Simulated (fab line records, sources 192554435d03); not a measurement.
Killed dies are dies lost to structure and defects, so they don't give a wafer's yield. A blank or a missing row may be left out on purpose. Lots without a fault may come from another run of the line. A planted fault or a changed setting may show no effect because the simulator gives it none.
Which tool did it? | flow n5_finfet | 12 lots, 36 wafers sampled, at 5 steps of a route of 1938

WHAT THE GAUGES READ, wafer by wafer
N5_BEOL_M5_INSPECT_58: inspects for defects (darkfield).
lot  | measured     | on                | raw_defect_count
L075 | day 8 18:34  | defect_inspect-02 | 74 115 123
L077 | day 8 23:28  | defect_inspect-02 | 57 78 103
L079 | day 9 15:45  | defect_inspect-01 | 69 58 110
L081 | day 10 06:04 | defect_inspect-02 | 57 24 37
L083 | day 10 12:47 | defect_inspect-02 | 100 120 88
L084 | day 10 17:59 | defect_inspect-02 | 85 77 62
L089 | day 11 21:25 | defect_inspect-01 | 88 63 94
L088 | day 12 15:04 | defect_inspect-01 | 69 68 57
L090 | day 13 11:54 | defect_inspect-01 | 47 36 32
L093 | day 14 18:53 | defect_inspect-02 | 124 130 140
L094 | day 14 19:12 | defect_inspect-01 | 66 130 115
L095 | day 15 20:34 | defect_inspect-02 | 124 97 77

WHICH TOOL RAN EACH LOT (tool, then ch and the chambers of the sampled wafers, then the start)
lot  | N5_BEOL_M5_ETCH_68                 | N5_BEOL_M5_PRE_CLEAN_45      | N5_BEOL_M5_ANNEAL_84         | N5_BEOL_M5_PRE_CLEAN_77
L075 | rie_diel-04 ch 0,2, day 8 11:13    | pvd_sputter-03, day 8 12:07  | pvd_sputter-03, day 8 14:52  | cvd_co-02 ch 0,2, day 8 18:19
L077 | rie_diel-06 ch 0,2, day 8 16:37    | pvd_sputter-02, day 8 17:32  | pvd_sputter-03, day 8 20:17  | cvd_co-02 ch 0,1,2, day 8 23:13
L079 | rie_diel-04 ch 0,1,3, day 9 08:34  | pvd_sputter-02, day 9 09:32  | pvd_sputter-01, day 9 12:34  | cvd_co-02 ch 0,2, day 9 15:30
L081 | rie_diel-06 ch 0,1,3, day 9 22:34  | pvd_sputter-01, day 10 00:02 | pvd_sputter-02, day 10 02:52 | cvd_co-02 ch 0,2, day 10 05:47
L083 | rie_diel-02 ch 0,2, day 10 05:16   | pvd_sputter-03, day 10 06:13 | pvd_sputter-02, day 10 09:13 | cvd_co-01 ch 0,2, day 10 12:31
L084 | rie_diel-06 ch 0,1,3, day 10 10:28 | pvd_sputter-01, day 10 11:37 | pvd_sputter-02, day 10 14:38 | cvd_co-02 ch 0,1,2, day 10 17:44
L089 | rie_diel-04 ch 0,3, day 11 13:04   | pvd_sputter-02, day 11 14:53 | pvd_sputter-03, day 11 18:15 | cvd_co-01 ch 1,2, day 11 21:10
L088 | rie_diel-06 ch 2,3, day 12 08:00   | pvd_sputter-01, day 12 09:01 | pvd_sputter-01, day 12 11:53 | cvd_co-02 ch 0,1,2, day 12 14:49
L090 | rie_diel-06 ch 0,1,3, day 13 03:08 | pvd_sputter-01, day 13 05:50 | pvd_sputter-03, day 13 08:43 | cvd_co-01 ch 0,2, day 13 11:39
L093 | rie_diel-02 ch 1,2, day 14 05:34   | pvd_sputter-03, day 14 06:52 | pvd_sputter-02, day 14 15:43 | cvd_co-01 ch 0,2, day 14 18:38
L094 | rie_diel-04 ch 0,1, day 14 12:22   | pvd_sputter-01, day 14 13:16 | pvd_sputter-01, day 14 16:01 | cvd_co-02 ch 0,1,2, day 14 18:57
L095 | rie_diel-04 ch 2,3, day 15 12:47   | pvd_sputter-01, day 15 14:09 | pvd_sputter-02, day 15 17:24 | cvd_co-01 ch 0,1,2, day 15 20:19
- N5_BEOL_M5_ETCH_68: etches SOC in N2/H2, target depth 80 nm, overetch 16 nm, time 120 s.
- N5_BEOL_M5_PRE_CLEAN_45: time 30 s.
- N5_BEOL_M5_ANNEAL_84: time 1800 s.
- N5_BEOL_M5_PRE_CLEAN_77: time 15 s.

THE ANSWER, worked out from the rows above alone
Rule: what is usual is taken from the lots themselves. Put in order of their means at a reading, lots are off if they are a third of the lots or fewer, leave a main group of 4 or more, and stand apart from it by a gap of 3 or more times the standard deviation of the main group's means; of several such gaps the widest counts. A main group whose means are all the same, to the digits that the tables above print for the reading, isn't used. A lot without any number at a reading at which 4 lots or more have one is off too. The other lots that the step has rows for count as sound.
No lot is off at any reading shown: from this, nothing can be told.

WHAT THE SIMULATOR HAD PUT IN
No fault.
